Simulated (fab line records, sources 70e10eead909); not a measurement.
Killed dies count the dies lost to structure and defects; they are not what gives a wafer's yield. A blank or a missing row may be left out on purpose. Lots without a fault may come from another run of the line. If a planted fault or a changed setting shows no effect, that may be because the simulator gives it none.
fab line records | flow nand-harc | part 2 of 2: steps 30 to 35 of 35
record: lots: 5 wafers: 15 last-day: 23
route steps=1159 shown A_CHANNEL_FILL_D1@517 A_STAIRCASE@519
lots untouched by any fault: they come from a run of this same line in which no faults occurred
start-h: hours from the record's first day to the start of the lot's first wafer shown | wait-h: time in hours since the lot's previous step | " repeats the value in the row above | L1.1+2: a single row standing in for several wafers | - no value, or no start was given | * or withheld: withheld | < > ~ a bound
route shown NAME@n: a module of which the file shows steps, and the number in the route of the first | usual: mean/standard deviation taken from wafers without a fault | same: alike in all rows | chamber/n: place in a boat | sites: readings site by site | _std_site: the standard deviation of these | _edge_site: mean of outer sites minus mean of inner sites | radius-mm: how far each site lies from the wafer's centre | mask NAME#n: copy n | behind: the last tool/chamber to shape the wafer | hold: cause of the lot's hold/its duration in hours/its outcome | device: the n, p or np transistor that did not switch | end of line: the same wafers' tests at the end of the route | a step without rows: its recipe alone | killed: the dies lost at the first sort to structure and to defects; this is not the yield of the wafer | map: shows each die of a wafer: x if killed, . if not, _ if none is there
set.NAME: the setting the step ran with; set.NAME@STEP: the setting that earlier step ran with | model.NAME: the simulator's own value behind a step, which no gauge read
lots at some steps of the route; a table a step, a row a wafer
services: a tool's chamber out of use, with start hour (start-h, from the record's first day; less than 0 if before it), hours out, and reason
== steps ==
step: NHARC_A_STAIRCASE_TRIM_12
recipe: time-s: 211.2 o2-flow-sccm: 500 ar-flow-sccm: 0 bias-w: 0 chemistry: O2
usual: drypump-motor-current-A: 5.7/0.37 oes-product-au: 1.002/0.012 rf-vpp-V: 57.7/0.84 showerhead-plenum-p-Torr: 3.57/0.12 throttle-valve-pct: 17.036/0.0088
columns lot.wafer tool chamber start-h wait-h drypump-motor-current-A oes-product-au rf-hours-counter-h rf-vpp-V showerhead-plenum-p-Torr throttle-valve-pct
L078.2 rie-diel-01 1 257.27 0.1 5.9 0.999 36 57.2 3.34 17.047
L078.4 " 2 " " 5.8 1.010 40 58.9 3.71 17.027
L078.1 " 3 " " 6.1 1.005 41 59.8 3.59 17.026
L083.1 rie-diel-11 2 287.17 0.1 5.6 0.990 37 57.0 3.41 17.038
L083.5 " 2 " " 5.6 0.997 - 58.3 3.41 17.030
L083.6 " 3 " " 5.8 0.987 - 57.7 3.66 17.028
L084.3 rie-diel-01 3 287.35 0.1 6.1 1.012 54 57.6 3.58 17.026
L084.5 " 3 " " 6.1 1.017 - 59.2 3.58 17.036
L084.6 " 0 " " 5.4 1.011 - 58.0 3.59 17.032
L096.2 rie-diel-13 1 361.95 0.1 5.5 1.015 30 56.8 3.57 17.009
L096.1 " 0 " " 6.7 1.012 29 58.1 3.76 17.045
L096.5 " 2 " " 5.3 1.011 - 58.3 3.55 17.048
L097.3 rie-diel-13 1 371.00 0.1 5.5 1.009 33 56.7 3.57 17.042
L097.1 " 2 " " 5.2 1.021 33 56.7 3.55 17.042
L097.6 " 1 " " 5.5 1.005 - 57.9 3.57 17.036
step: NHARC_A_STAIRCASE_ETCH_13
recipe: target-depth-a: 1000 time-s: 40.5 ion-energy-ev: 400 c4f8-flow-sccm: 20 o2-flow-sccm: 10 ar-flow-sccm: withheld rf-w: 600 bias-w: 1000 chemistry: C4F8/O2
usual: oes-product-au: 0.940/0.017 rf-vpp-V: 897/4.5
columns lot.wafer tool chamber start-h wait-h oes-product-au rf-hours-counter-h rf-vpp-V
L078.4 rie-diel-01 1 - - 0.932 36 890
L078.1 " 2 " " 0.964 40 903
L078.2 " 3 " " 0.964 41 899
L083.1 rie-diel-11 1 - - 0.931 34 893
L083.5 " 0 " " 0.951 - 903
L083.6 " 1 " " 0.948 - 894
L084.3 rie-diel-01 0 - - 0.916 49 897
L084.6 " 0 " " 0.925 - 899
L084.5 " 1 " " 0.926 - 890
L096.2 rie-diel-13 2 - - 0.955 31 899
L096.1 " 3 " " 0.958 30 891
L096.5 " 1 " " 0.955 - 896
L097.3 rie-diel-13 0 - - 0.971 32 905
L097.1 " 3 " " 0.931 32 892
L097.6 " 0 " " 0.970 - 903
step: NHARC_A_STAIRCASE_TRIM_14
recipe: time-s: 211.2 o2-flow-sccm: 500 ar-flow-sccm: 0 bias-w: 0 chemistry: O2
usual: drypump-motor-current-A: 5.7/0.38 oes-product-au: 1.002/0.012 rf-vpp-V: 57.9/0.93 showerhead-plenum-p-Torr: 3.57/0.13 throttle-valve-pct: 17.036/0.009
columns lot.wafer tool chamber start-h wait-h drypump-motor-current-A oes-product-au rf-hours-counter-h rf-vpp-V showerhead-plenum-p-Torr throttle-valve-pct
L078.1 rie-diel-01 3 - - 6.1 0.999 41 56.6 3.59 17.054
L078.2 " 0 " " 5.4 0.997 37 57.5 3.59 17.043
L078.4 " 1 " " 5.9 0.991 36 56.6 3.34 17.031
L083.1 rie-diel-11 2 - - 5.6 0.984 37 57.5 3.41 17.032
L083.5 " 3 " " 5.8 0.988 - 58.4 3.66 17.035
L083.6 " 0 " " 5.4 0.997 - 57.8 3.71 17.020
L084.3 rie-diel-01 1 - - 5.9 1.001 48 56.5 3.33 17.037
L084.5 " 3 " " 6.1 1.011 - 57.6 3.58 17.027
L084.6 " 0 " " 5.3 1.001 - 58.7 3.59 17.030
L096.2 rie-diel-13 0 - - 6.7 0.996 29 57.5 3.76 17.025
L096.1 " 2 " " 5.2 1.005 31 59.2 3.55 17.031
L096.5 " 1 " " 5.4 0.994 - 57.9 3.57 17.024
L097.3 rie-diel-13 0 - - 6.7 1.028 32 57.6 3.76 17.032
L097.1 " 1 " " 5.5 1.011 33 57.4 3.57 17.044
L097.6 " 0 " " 6.7 1.025 - 60.0 3.76 17.040
step: NHARC_A_STAIRCASE_ETCH_15
recipe: target-depth-a: 1000 time-s: 40.5 ion-energy-ev: 400 c4f8-flow-sccm: 20 o2-flow-sccm: 10 ar-flow-sccm: withheld rf-w: 600 bias-w: 1000 chemistry: C4F8/O2
usual: oes-product-au: 0.942/0.013 rf-vpp-V: 897/4.7
columns lot.wafer tool chamber start-h wait-h oes-product-au rf-hours-counter-h rf-vpp-V
L078.4 rie-diel-01 1 - - 0.942 36 889
L078.2 " 2 " " 0.949 40 904
L078.1 " 3 " " 0.946 41 900
L083.1 rie-diel-11 0 - - 0.949 34 902
L083.6 " 0 " " 0.951 - 902
L083.5 " 1 " " 0.943 - 893
L084.3 rie-diel-01 3 - - 0.951 54 898
L084.5 " 2 " " 0.942 - 903
L084.6 " 3 " " 0.944 - 898
L096.1 rie-diel-13 3 - - 0.936 30 894
L096.2 " 0 " " 0.957 29 905
L096.5 " 2 " " 0.948 - 897
L097.3 rie-diel-13 2 - - 0.938 33 897
L097.1 " 1 " " 0.926 33 897
L097.6 " 2 " " 0.950 - 897
step: NHARC_A_STAIRCASE_TRIM_16
recipe: time-s: 211.2 o2-flow-sccm: 500 ar-flow-sccm: 0 bias-w: 0 chemistry: O2
usual: drypump-motor-current-A: 5.7/0.38 oes-product-au: 1.001/0.013 rf-vpp-V: 57.9/0.9 showerhead-plenum-p-Torr: 3.57/0.13 throttle-valve-pct: 17.037/0.0089
columns lot.wafer tool chamber start-h wait-h drypump-motor-current-A oes-product-au rf-hours-counter-h rf-vpp-V showerhead-plenum-p-Torr throttle-valve-pct
L078.2 rie-diel-01 3 - - 6.1 1.009 41 57.1 3.59 17.034
L078.1 " 0 " " 5.4 0.998 37 57.1 3.59 17.041
L078.4 " 1 " " 5.9 0.987 36 55.8 3.34 17.037
L083.1 rie-diel-11 2 - - 5.6 1.002 37 58.1 3.41 17.019
L083.5 " 2 " " 5.6 0.989 - 56.4 3.41 17.040
L083.6 " 3 " " 5.8 0.990 - 59.6 3.66 17.050
L084.3 rie-diel-01 1 - - 5.9 0.997 48 56.3 3.33 17.041
L084.6 " 1 " " 5.9 0.997 - 57.0 3.33 17.033
L084.5 " 2 " " 5.8 0.992 - 58.0 3.70 17.028
L096.1 rie-diel-13 0 - - 6.7 1.019 30 59.5 3.76 17.039
L096.2 " 2 " " 5.2 1.024 31 57.0 3.55 17.045
L096.5 " 1 " " 5.5 1.008 - 57.2 3.57 17.025
L097.1 rie-diel-13 0 - - 6.7 1.011 33 60.3 3.76 17.037
L097.3 " 1 " " 5.5 1.004 33 57.3 3.57 17.045
L097.6 " 2 " " 5.2 1.018 - 57.7 3.55 17.045
step: NHARC_A_STAIRCASE_ETCH_17
recipe: target-depth-a: 1000 time-s: 40.5 ion-energy-ev: 400 c4f8-flow-sccm: 20 o2-flow-sccm: 10 ar-flow-sccm: withheld rf-w: 600 bias-w: 1000 chemistry: C4F8/O2
usual: oes-product-au: 0.943/0.014 rf-vpp-V: 897/4.8
columns lot.wafer tool chamber start-h wait-h oes-product-au rf-hours-counter-h rf-vpp-V
L078.2 rie-diel-01 2 - - 0.957 41 902
L078.4 " 0 " " 0.936 37 898
L078.1 " 1 " " 0.946 36 887
L083.1 rie-diel-11 1 - - 0.929 35 893
L083.6 " 0 " " 0.951 - 903
L083.5 " 1 " " 0.933 - 894
L084.3 rie-diel-01 2 - - 0.945 53 904
L084.6 " 1 " " 0.937 - 890
L084.5 " 2 " " 0.939 - 902
L096.2 rie-diel-13 2 - - 0.957 31 898
L096.1 " 3 " " 0.946 30 892
L096.5 " 1 " " 0.936 - 898
L097.3 rie-diel-13 3 - - 0.922 33 892
L097.1 " 1 " " 0.951 33 897
L097.6 " 2 " " 0.964 - 897
== services ==
columns tool chamber start-h hours kind
pecvd-02 - 232.78 1.1 repair
litho-track-05 - 237.00 7.0 pm
pecvd-01 - 237.07 13.0 pm
krf-scanner-02 - 245.92 3.3 repair
krf-scanner-03 - 253.70 0.6 repair
plasma-asher-02 - 261.31 3.6 repair
wet-bench-07 - 272.02 8.0 pm
plasma-asher-01 - 276.00 9.0 pm
rie-diel-13 - 276.27 9.0 pm
rie-diel-01 2 296.42 3.8 repair
rtp-anneal-02 - 300.00 12.0 pm
krf-scanner-02 - 312.07 8.4 repair
rie-diel-01 - 314.88 9.0 pm
krf-scanner-04 - 320.87 4.0 pm
pecvd-02 - 334.34 13.0 pm
pecvd-04 2 337.80 19.8 repair
krf-scanner-03 - 340.00 4.0 pm
krf-scanner-02 - 355.60 6.2 repair
wet-bench-02 - 356.00 8.0 pm
wet-bench-05 - 359.01 4.0 repair
plasma-asher-02 - 360.11 9.0 pm
rie-diel-01 2 362.64 2.9 repair
litho-track-07 - 364.00 7.0 pm
rie-diel-11 - 366.50 9.0 pm
